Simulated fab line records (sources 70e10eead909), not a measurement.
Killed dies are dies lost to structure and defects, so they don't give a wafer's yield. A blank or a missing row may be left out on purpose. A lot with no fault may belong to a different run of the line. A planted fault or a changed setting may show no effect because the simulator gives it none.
Which tool was responsible?    flow nandHarc    36 wafers from 12 lots sampled at 4 of the route's 1159 steps

WHAT EACH GAUGE READ, for each wafer
NHARC_P_BONDPAD_OVL_MEAS_38.
lot   measured      on          overlayXNm (nm)
L075  day 6 18:40   overlay-02  3 4 3
L077  day 6 20:42   overlay-02  -15 -14 -14
L079  day 7 19:03   overlay-02  -5 -5 -6
L081  day 8 09:47   overlay-02  0 0 0
L083  day 8 16:46   overlay-01  2 2 2
L087  day 9 12:31   overlay-01  1 0 0
L088  day 9 16:34   overlay-01  12 12 13
L090  day 10 11:20  overlay-02  -2 -1 -2
L091  day 10 18:50  overlay-01  -6 -6 -6
L093  day 10 20:23  overlay-01  11 10 11
L095  day 11 10:44  overlay-01  -2 -2 -2
L096  day 11 18:27  overlay-01  -6 -6 -5

TOOL THAT RAN EACH LOT (tool first, then ch and the chambers of the sampled wafers, then the start)
lot   NHARC_P_M1_DESCUM_14               NHARC_P_M1_PVD_21                       NHARC_P_M1_DEP_33
L075  rieDiel-03 ch 0,1, day 6 10:19     pvdSputter-02, day 6 13:05 or earlier   pecvd-02 ch 1,2, day 6 13:05
L077  rieDiel-03 ch 0,2,3, day 6 12:00   pvdSputter-03, day 6 14:46 or earlier   pecvd-02 ch 0,1, day 6 14:46
L079  rieDiel-12 ch 1,3, day 7 10:34     pvdSputter-03, day 7 13:21 or earlier   pecvd-04 ch 0,2, day 7 13:21
L081  rieDiel-13 ch 0,3, day 8 01:16     pvdSputter-01, day 8 04:04 or earlier   pecvd-03 ch 0,1,2, day 8 04:04
L083  rieDiel-13 ch 0,1,3, day 8 08:03   pvdSputter-03, day 8 10:49 or earlier   pecvd-02 ch 0,1,2, day 8 10:49
L087  rieDiel-03 ch 1,2, day 9 03:17     pvdSputter-01, day 9 06:19 or earlier   pecvd-02 ch 0,2, day 9 06:19
L088  rieDiel-03 ch 0,2,3, day 9 07:52   pvdSputter-02, day 9 10:38 or earlier   pecvd-02 ch 0,1,2, day 9 10:38
L090  rieDiel-13 ch 0,2,3, day 10 02:33  pvdSputter-03, day 10 05:24 or earlier  pecvd-04 ch 0,2, day 10 05:24
L091  rieDiel-03 ch 1,2,3, day 10 10:12  pvdSputter-01, day 10 12:59 or earlier  pecvd-02 ch 0,1,2, day 10 12:59
L093  rieDiel-03 ch 1,2,3, day 10 11:47  pvdSputter-02, day 10 14:30 or earlier  pecvd-04 ch 0,1, day 10 14:30
L095  rieDiel-03 ch 0,1,2, day 11 01:46  pvdSputter-01, day 11 04:29 or earlier  pecvd-02 ch 0,1, day 11 04:29
L096  rieDiel-12 ch 2,3, day 11 10:03    pvdSputter-03, day 11 12:48 or earlier  pecvd-04 ch 0,1, day 11 12:48
- NHARC_P_M1_DESCUM_14: chemistry O2, time 3 s.
- NHARC_P_M1_PVD_21: deposits Cu, target thk 30 nm, time 20.49 s.
- NHARC_P_M1_DEP_33: deposits SiCN, target thk 30 nm.

THE ANSWER, worked out from the rows above alone
Rule: what is usual is taken from the lots themselves. The widest of any qualifying gaps counts: lots, ordered by their means at a reading, are off when they make up no more than a third of the lots, leave a main group of 4 or more, and stand apart from it by 3 or more times the standard deviation of that group's means. The tables above print the reading to a certain number of digits; a main group whose means all agree to those digits is not used. Also off: a lot with no number at a reading for which 4 or more lots have one. The other lots that the step has rows for count as sound.
No lot is off on any of the readings shown, so nothing can be concluded from this.

WHAT WAS PUT IN BY THE SIMULATOR
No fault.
